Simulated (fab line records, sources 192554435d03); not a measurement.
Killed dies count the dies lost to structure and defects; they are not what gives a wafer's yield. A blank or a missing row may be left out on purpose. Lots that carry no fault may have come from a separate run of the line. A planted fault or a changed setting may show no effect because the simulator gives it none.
Which tool did it? | flow n5_finfet | 30 wafers from 10 lots sampled at 5 of the route's 1938 steps

== WHAT THE GAUGES READ, wafer by wafer ==
N5_BEOL_M4_RC_MEAS_101.
lot  | measured     | on        | DIBL_N (mV/V)  | DIBL_P (mV/V)  | IOFF_N (nA/um)    | IOFF_P (nA/um)    | ION_N (uA/um) | ION_P (uA/um) | SS_N (mV/dec)  | SS_P (mV/dec)  | VT_N (mV)         | VT_P (mV)
L958 | day 7 14:26  | prober-02 | 36.5 36.3 37.5 | 36.8 36.4 37.9 | 0.157 0.153 0.178 | 0.199 0.198 0.220 | 672 673 685   | 464 459 469   | 71.7 71.1 71.9 | 72.9 73.6 72.6 | 250.5 251.6 249.3 | -252 -250 -250
L967 | day 10 08:52 | prober-01 | 37.3 35.2 35.7 | 38.1 36.1 36.5 | 0.192 0.156 0.164 | 0.255 0.230 0.228 | 688 674 676   | 467 461 467   | 71.8 71.5 71.1 | 74.0 73.6 72.9 | 248.3 248.8 248.3 | -245 -245 -249
L969 | day 11 13:34 | prober-01 | 35.5 37.7 35.9 | 35.8 37.8 35.3 | 0.165 0.204 0.152 | 0.222 0.267 0.218 | 687 678 678   | 467 470 469   | 71.0 71.8 71.9 | 73.1 73.8 73.3 | 245.4 246.3 252.4 | -249 -248 -250
L970 | day 11 21:41 | prober-01 | 35.9 34.9 37.9 | 36.1 34.8 38.3 | 0.138 0.127 0.181 | 0.197 0.173 0.234 | 662 664 681   | 462 461 466   | 71.7 71.5 72.2 | 73.6 72.1 73.4 | 251.8 252.5 248.7 | -250 -252 -250
L971 | day 12 04:12 | prober-01 | 37.0 35.7 39.4 | 35.5 34.1 38.0 | 0.158 0.138 0.196 | 0.207 0.196 0.252 | 678 683 681   | 463 472 469   | 71.4 71.5 71.9 | 73.4 72.2 73.3 | 250.1 250.8 247.5 | -250 -245 -245
L973 | day 12 01:39 | prober-01 | 37.0 36.3 36.7 | 37.8 37.1 37.1 | 0.187 0.175 0.172 | 0.269 0.266 0.257 | 680 696 686   | 469 479 478   | 71.5 71.9 71.8 | 74.1 73.7 73.1 | 245.6 247.8 245.8 | -244 -247 -246
L975 | day 13 04:23 | prober-02 | 38.3 38.5 37.0 | 36.4 36.8 35.2 | 0.164 0.166 0.143 | 0.178 0.186 0.159 | 679 676 678   | 460 451 459   | 70.9 71.7 71.3 | 73.2 73.6 72.5 | 250.1 251.8 249.1 | -255 -254 -256
L977 | day 12 20:55 | prober-02 | 35.8 35.6 34.0 | 36.8 36.4 34.9 | 0.170 0.158 0.139 | 0.225 0.217 0.197 | 678 681 679   | 472 469 467   | 71.5 71.2 70.5 | 73.3 73.2 73.4 | 245.8 249.6 247.4 | -248 -248 -249
L978 | day 13 15:44 | prober-02 | 34.4 35.5 35.8 | 35.3 36.5 36.0 | 0.122 0.139 0.135 | 0.160 0.180 0.172 | 668 681 664   | 457 462 452   | 70.6 71.3 71.3 | 72.8 73.1 72.6 | 253.7 249.6 249.5 | -255 -254 -251
L981 | day 14 10:47 | prober-02 | 35.4 36.9 37.4 | 33.4 35.5 36.0 | 0.128 0.159 0.164 | 0.159 0.188 0.199 | 657 673 674   | 451 459 458   | 70.9 71.7 71.9 | 72.4 72.8 73.6 | 252.2 250.4 249.7 | -254 -251 -252

== TOOL THAT RAN EACH LOT (tool first, then ch and the chambers of the sampled wafers, then the start) ==
lot  | N5_MOL_CONTACT_COAG_CMP_52    | N5_BEOL_M0_SAQP_PECVD_96        | N5_BEOL_M0_SAQP_PECVD_97        | N5_BEOL_M0_SAQP_HM_DEP_111
L958 | cmp-01 ch 1,2,3, day 5 06:41  | pecvd-01 ch 0,2, day 5 13:17    | pecvd-01 ch 0,2, day 5 13:22    | pecvd-04 ch 1,2, day 5 13:35
L967 | cmp-01 ch 0,1,3, day 7 10:24  | pecvd-01 ch 0,2, day 7 15:25    | pecvd-01 ch 0,2, day 7 15:27    | pecvd-03 ch 1,2, day 7 15:37
L969 | cmp-02 ch 0,1,2, day 7 21:00  | pecvd-01 ch 0,1,2, day 8 03:34  | pecvd-01 ch 0,1,2, day 8 03:37  | pecvd-03 ch 0,1,2, day 8 03:47
L970 | cmp-01 ch 2,3, day 8 15:27    | pecvd-03 ch 0,1,2, day 8 19:47  | pecvd-03 ch 0,1,2, day 8 19:50  | pecvd-03 ch 0,1,2, day 8 20:01
L971 | cmp-03 ch 0,2, day 8 16:12    | pecvd-04 ch 1,2, day 8 23:42    | pecvd-04 ch 1,2, day 8 23:44    | pecvd-01 ch 0,1,2, day 8 23:55
L973 | cmp-02 ch 0,2,3, day 8 23:31  | pecvd-03 ch 0,1,2, day 9 04:38  | pecvd-03 ch 0,1,2, day 9 04:41  | pecvd-04 ch 0,1, day 9 04:51
L975 | cmp-02 ch 1,2,3, day 9 09:50  | pecvd-03 ch 0,1,2, day 9 14:53  | pecvd-03 ch 0,1,2, day 9 14:55  | pecvd-01 ch 0,1,2, day 9 15:05
L977 | cmp-02 ch 0,2,3, day 10 02:16 | pecvd-04 ch 0,2, day 10 06:35   | pecvd-04 ch 0,2, day 10 06:38   | pecvd-04 ch 0,1, day 10 06:48
L978 | cmp-01 ch 0,1,3, day 10 06:52 | pecvd-03 ch 0,1,2, day 10 11:58 | pecvd-03 ch 0,1,2, day 10 12:01 | pecvd-01 ch 0,1,2, day 10 12:11
L981 | cmp-01 ch 0,1,2, day 11 02:09 | pecvd-03 ch 0,1,2, day 11 08:23 | pecvd-03 ch 0,1,2, day 11 08:26 | pecvd-01 ch 0,1,2, day 11 08:37
- N5_MOL_CONTACT_COAG_CMP_52: polishes, stops on SiO2, t overpolish 1.5 s, target thk 66.5 nm.
- N5_BEOL_M0_SAQP_PECVD_96: deposits a-Si from SiH4/He, target thk 45 nm, time 45.2 s.
- N5_BEOL_M0_SAQP_PECVD_97: deposits SiNx from SiH4/NH3/N2, target thk 23 nm, time 19.9 s.
- N5_BEOL_M0_SAQP_HM_DEP_111: deposits SiO2 from SiH4/N2O, target thk 12 nm, time 7.2 s.

== WHAT THE TOOLS THEMSELVES READ (means of the sampled wafers that have a number; where no wafer has one, the mark that the record gives instead) ==
N5_MOL_CONTACT_COAG_CMP_52.
lot  | tool   | motor_current_A (A) | overpolish_run_s (s) | time_to_endpoint_s (s)
L958 | cmp-01 | 12.1                | 1.511                | 11.7
L967 | cmp-01 | 11.9                | 1.500                | 13.5
L969 | cmp-02 | 11.4                | 1.495                | 15.0
L970 | cmp-01 | 10.8                | 1.498                | 11.6
L971 | cmp-03 | 11.6                | 1.507                | 16.7
L973 | cmp-02 | 10.7                | 1.504                | 10.1
L975 | cmp-02 | 11.4                | 1.505                | 11.3
L977 | cmp-02 | 10.5                | 1.512                | 15.2
L978 | cmp-01 | 12.4                | 1.502                | 15.4
L981 | cmp-01 | 12.8                | 1.499                | 10.5

N5_BEOL_M0_SAQP_PECVD_96.
lot  | tool     | heater_power_w (W) | run_length_s (s) | showerhead_plenum_p_Torr (Torr) | throttle_valve_pct (%)
L958 | pecvd-01 | 585                | 81.1             | 5.62                            | 17.3
L967 | pecvd-01 | 562                | 80.1             | 5.64                            | 17.6
L969 | pecvd-01 | 533                | 80.1             | 5.64                            | 18.0
L970 | pecvd-03 | 660                | 80.9             | 5.66                            | 18.9
L971 | pecvd-04 | 602                | 81.0             | 5.68                            | 18.5
L973 | pecvd-03 | 678                | 81.5             | 5.66                            | 18.9
L975 | pecvd-03 | 620                | 81.3             | 5.66                            | 18.8
L977 | pecvd-04 | 697                | 82.0             | 5.69                            | 18.2
L978 | pecvd-03 | 662                | 80.8             | 5.67                            | 19.0
L981 | pecvd-03 | 643                | 81.1             | 5.67                            | 18.8

N5_BEOL_M0_SAQP_PECVD_97.
lot  | tool     | heater_power_w (W) | showerhead_plenum_p_Torr (Torr) | throttle_valve_pct (%)
L958 | pecvd-01 | 477                | 5.09                            | 38.1
L967 | pecvd-01 | 472                | 5.11                            | 38.9
L969 | pecvd-01 | 467                | 5.11                            | 39.3
L970 | pecvd-03 | 587                | 5.13                            | 41.4
L971 | pecvd-04 | 502                | 5.17                            | 40.5
L973 | pecvd-03 | 603                | 5.13                            | 41.6
L975 | pecvd-03 | 611                | 5.13                            | 41.6
L977 | pecvd-04 | 598                | 5.18                            | 39.8
L978 | pecvd-03 | 593                | 5.13                            | 41.6
L981 | pecvd-03 | 593                | 5.13                            | 41.4

N5_BEOL_M0_SAQP_HM_DEP_111.
lot  | tool     | heater_power_w (W) | showerhead_plenum_p_Torr (Torr)
L958 | pecvd-04 | 679                | 8.22
L967 | pecvd-03 | 934                | 8.17
L969 | pecvd-03 | 781                | 8.12
L970 | pecvd-03 | 833                | 8.12
L971 | pecvd-01 | 638                | 8.08
L973 | pecvd-04 | 797                | 8.26
L975 | pecvd-01 | 720                | 8.08
L977 | pecvd-04 | 851                | 8.27
L978 | pecvd-01 | 691                | 8.07
L981 | pecvd-01 | 653                | 8.08

== THE ANSWER, worked out from the rows above alone ==
Rule: usual is defined by the lots themselves. Put in order of their means at a reading, lots are off if they are a third of the lots or fewer, leave a main group of 4 or more, and stand apart from it by a gap of 3 or more times the standard deviation of the main group's means; of several such gaps the widest counts. The tables above print the reading to a certain number of digits; a main group whose means all agree to those digits is not used. A lot without any number at a reading at which 4 lots or more have one is off too. The other lots that the step has rows for count as sound. The gauges are gone through in route order, then the tools' own readings, and for those a lot's mean is taken as printed above. At the first step where some lot is off, the reading lying furthest off is the one used; lots without a number count as furthest.
Across all readings shown, no lot is off: no conclusion can be drawn from this.

== WHAT THE SIMULATOR HAD PUT IN ==
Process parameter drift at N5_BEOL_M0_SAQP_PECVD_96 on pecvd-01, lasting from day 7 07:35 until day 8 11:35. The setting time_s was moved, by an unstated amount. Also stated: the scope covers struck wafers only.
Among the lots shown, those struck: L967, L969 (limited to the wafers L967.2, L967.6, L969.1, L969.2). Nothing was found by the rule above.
